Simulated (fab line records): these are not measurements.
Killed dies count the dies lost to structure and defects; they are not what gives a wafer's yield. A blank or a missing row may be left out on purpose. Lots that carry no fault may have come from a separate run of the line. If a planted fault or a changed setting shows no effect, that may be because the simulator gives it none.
Matching of chambers -- flow nandHarc -- NHARC_P_M1_STRIP_18 on rieDiel-01: 4 sister chambers
The step strips in N2/H2. 8 wafers are shown with their chamber, then 9 later ones without.

== WAFERS, EACH WITH ITS CHAMBER ==
wafer,chamber,drypumpMotorCurrentA (A),throttleValvePct (%)
L074.6,2,4.92,14.179
L081.1,3,5.98,14.161
L081.5,2,4.93,14.165
L082.3,3,5.97,14.161
L083.6,1,5.37,14.178
L084.2,0,5.60,14.169
L084.4,1,5.32,14.167
L084.5,0,5.60,14.158

== WAFERS WHOSE CHAMBER IS MISSING ==
wafer,drypumpMotorCurrentA (A),throttleValvePct (%)
L086.2,5.97,14.155
L086.5,5.61,14.167
L086.6,5.32,14.163
L095.2,5.36,14.171
L095.3,4.91,14.173
L095.6,4.91,14.182
L097.1,5.56,14.178
L097.2,5.35,14.167
L097.4,5.94,14.175

== THE CHAMBER EACH PASSED THROUGH ==
wafer,from the rows above,in truth
L086.2,3,3
L086.5,0,0
L086.6,1,1
L095.2,1,1
L095.3,2,2
L095.6,2,2
L097.1,0,0
L097.2,1,1
L097.4,3,3
Correct placement for 9 of the 9. From these rows, 0 cannot be placed. Number placed wrongly: 0.
How it was worked out, from the rows above alone: a wafer's distance from a chamber is the root of the sum, over the readings, of the square of ((its reading less the chamber's mean) divided by the reading's scatter). The wafer belongs to the nearest chamber; if the next one is less than 2 further off, it can't be placed. Each chamber's mean is taken over the wafers shown for it. The scatter is the square root of a quotient: the sum, over the shown wafers, of each reading's squared deviation from its chamber's mean, divided by wafers minus chambers.
